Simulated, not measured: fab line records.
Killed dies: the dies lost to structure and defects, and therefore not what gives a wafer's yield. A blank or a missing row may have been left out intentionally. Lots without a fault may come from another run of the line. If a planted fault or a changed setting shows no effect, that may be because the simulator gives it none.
Chamber matching + flow n5_finfet + pecvd-04 running N5_BEOL_M10_ILD_DEP_00: 3 sister chambers
The step deposits SiCOH lowk from DEMS/porogen, target thk 308.51 nm, time 58 s. 3 wafers are shown with their chamber, then 10 later ones without.

WAFERS WITH THEIR CHAMBER
| wafer  | chamber | throttle_valve_pct (%) |
|--------|---------|------------------------|
| L088.5 | 1       | 13.9                   |
| L089.2 | 2       | 12.4                   |
| L089.3 | 0       | 13.9                   |

WAFERS WITH NO CHAMBER GIVEN
| wafer  | throttle_valve_pct (%) |
|--------|------------------------|
| L089.6 | 14.0                   |
| L092.1 | 12.5                   |
| L092.4 | 14.2                   |
| L092.6 | 12.5                   |
| L095.2 | 12.7                   |
| L095.3 | 13.7                   |
| L095.5 | 13.8                   |
| L097.2 | 13.8                   |
| L097.3 | 12.5                   |
| L097.6 | 14.0                   |

EACH ONE'S CHAMBER
| wafer  | from the rows above     | in truth |
|--------|-------------------------|----------|
| L089.6 | can't be placed: 0 or 1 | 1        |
| L092.1 | 2                       | 2        |
| L092.4 | can't be placed: 0 or 1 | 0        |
| L092.6 | 2                       | 2        |
| L095.2 | 2                       | 2        |
| L095.3 | can't be placed: 0 or 1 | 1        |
| L095.5 | can't be placed: 0 or 1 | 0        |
| L097.2 | can't be placed: 0 or 1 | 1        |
| L097.3 | 2                       | 2        |
| L097.6 | can't be placed: 0 or 1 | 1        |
Correct placement for 4 of the 10. Unplaceable from these rows: 6, with the true chamber sitting among the candidates in 6. Number placed wrongly: 0.
How it was worked out, from the rows above alone: a wafer's distance from a chamber is the root of the sum, over the readings, of the square of ((its reading less the chamber's mean) divided by the reading's scatter). If the next closest chamber is less than 2 further off than the closest, the wafer can't be placed; otherwise it belongs to the closest. For every chamber, the mean is computed from those of its wafers that are shown. The scatter (one wafer shown for each chamber): square how far every hidden wafer sits from the nearest shown wafer, average those squares and take the square root.
